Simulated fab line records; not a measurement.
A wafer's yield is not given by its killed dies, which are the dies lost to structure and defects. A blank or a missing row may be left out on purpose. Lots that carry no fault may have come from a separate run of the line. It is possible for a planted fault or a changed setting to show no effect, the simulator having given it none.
Split-lot experiment + flow n5 finfet + 7 lots, 21 wafers read, on a route of 1938 steps

## THE SPLIT
At N5_SD_EPI_P_COAT_34 (time 60 s, resist thk 350 nm), the setting spin rpm was moved away from the recipe's 1500 rpm on 8 of the 21 wafers read, by -10.3% to +8.1%. All remaining wafers had this setting at the recipe value.

The split's own step is where the reading is taken.

## THE READING
SOC_of_SD_EPI_P_COAT_34.thk nm (the simulator's own value, which no gauge read), in nm, at N5_SD_EPI_P_COAT_34 (time 60 s, resist thk 350 nm). There is no usual value for it anywhere in the file. The 13 wafers here that ran the recipe average 350.2 nm, standard deviation 0.78 nm.

| wafer  | tool, chamber at the split | spin rpm as run, rpm | against the recipe | SOC_of_SD_EPI_P_COAT_34.thk nm, nm | against lot-mates on the recipe |
|--------|----------------------------|----------------------|--------------------|------------------------------------|---------------------------------|
| L078.2 | litho track-05, 0          | 1579                 | +5.3%              | 341.4                              | -8.2                            |
| L078.3 | litho track-05, 0          | 1500                 | recipe             | 349.4                              | -                               |
| L078.4 | litho track-05, 0          | 1500                 | recipe             | 349.8                              | -                               |
| L083.4 | litho track-05, 0          | 1500                 | recipe             | 348.6                              | -                               |
| L083.5 | litho track-05, 0          | 1500                 | recipe             | 349.6                              | -                               |
| L083.6 | litho track-05, 0          | 1500                 | recipe             | 350                                | -                               |
| L085.2 | litho track-01, 0          | 1618                 | +7.9%              | 337.4                              | -13.4                           |
| L085.5 | litho track-01, 0          | 1618                 | +7.9%              | 337.4                              | -13.4                           |
| L085.3 | litho track-01, 0          | 1500                 | recipe             | 350.8                              | -                               |
| L088.1 | litho track-02, 0          | 1500                 | recipe             | 350.6                              | -                               |
| L088.2 | litho track-02, 0          | 1418                 | -5.5%              | 360.6                              | +10.2                           |
| L088.3 | litho track-02, 0          | 1500                 | recipe             | 350.2                              | -                               |
| L089.4 | litho track-01, 0          | 1621                 | +8.1%              | 335.4                              | -14.8                           |
| L089.5 | litho track-01, 0          | 1500                 | recipe             | 350.2                              | -                               |
| L089.6 | litho track-01, 0          | 1621                 | +8.1%              | 335.6                              | -14.6                           |
| L092.2 | litho track-02, 0          | 1500                 | recipe             | 351.8                              | -                               |
| L092.3 | litho track-02, 0          | 1500                 | recipe             | 350.2                              | -                               |
| L092.6 | litho track-02, 0          | 1560                 | +4.0%              | 343.6                              | -7.4                            |
| L095.2 | litho track-01, 0          | 1500                 | recipe             | 351.2                              | -                               |
| L095.3 | litho track-01, 0          | 1500                 | recipe             | 350.6                              | -                               |
| L095.5 | litho track-01, 0          | 1346                 | -10.3%             | 370.4                              | +19.5                           |

THE FIT
A straight line over all 21 wafers: SOC_of_SD_EPI_P_COAT_34.thk nm changes by -1.81 nm for each +1% of spin rpm; r = -0.99; the points scatter about the line by 0.86 nm.
The same after taking each lot's own level away (the mean of its wafers on the recipe; 21 wafers): -1.8 nm for each +1%; r = -1.00; scatter 0.57 nm.
Per that fit: largest spin rpm move, reading shift of 19 nm.
Across the lots, their own levels run from 349.40 to 351.00 nm, a range of 2.0 times the standard deviation given above.
Consequently the slope shifts little with the lot-to-lot level, the two slopes agreeing.
Check: with one of the wafers moved furthest among these (-10.3%) left out of the fit, the line predicts +18.2 nm for it against its lot-mates. It came out at +19.5 nm against them.

## ADDITIONAL SPLITS CARRIED BY THESE WAFERS
Before the reading, these wafers also passed through other splits. Each is held against what the fit with the lots' levels taken away leaves over:
| other split on the same wafers        | wafers away from the commonest value | r with SOC_of_SD_EPI_P_COAT_34.thk nm (lot level and that fit taken away) |
|---------------------------------------|--------------------------------------|---------------------------------------------------------------------------|
| N5_WELL_APT_EXPOSE_05 dose mj         | 9                                    | +0.18                                                                     |
| N5_WELL_APT_DEVELOP_07 develop time s | 7                                    | -0.20                                                                     |
| N5_WELL_APT_COAT_19 spin rpm          | 6                                    | -0.08                                                                     |
| N5_WELL_APT_PEB_23 peb temp c         | 6                                    | -0.23                                                                     |
| N5_FIN_SAQP_EXPOSE_13 dose mj         | 7                                    | +0.07                                                                     |
| N5_FIN_CUT_EXPOSE_05 dose mj          | 3                                    | -0.10                                                                     |
| N5_DUMMY_GATE_CVD_03 temp c           | 18                                   | +0.19                                                                     |
| N5_DUMMY_GATE_COAT_09 spin rpm        | 8                                    | -0.47                                                                     |

## THE FILE'S OWN FIT
SOC_of_SD_EPI_P_COAT_34.thk nm changes by -1.81 nm for each +1% of spin rpm, r = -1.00.
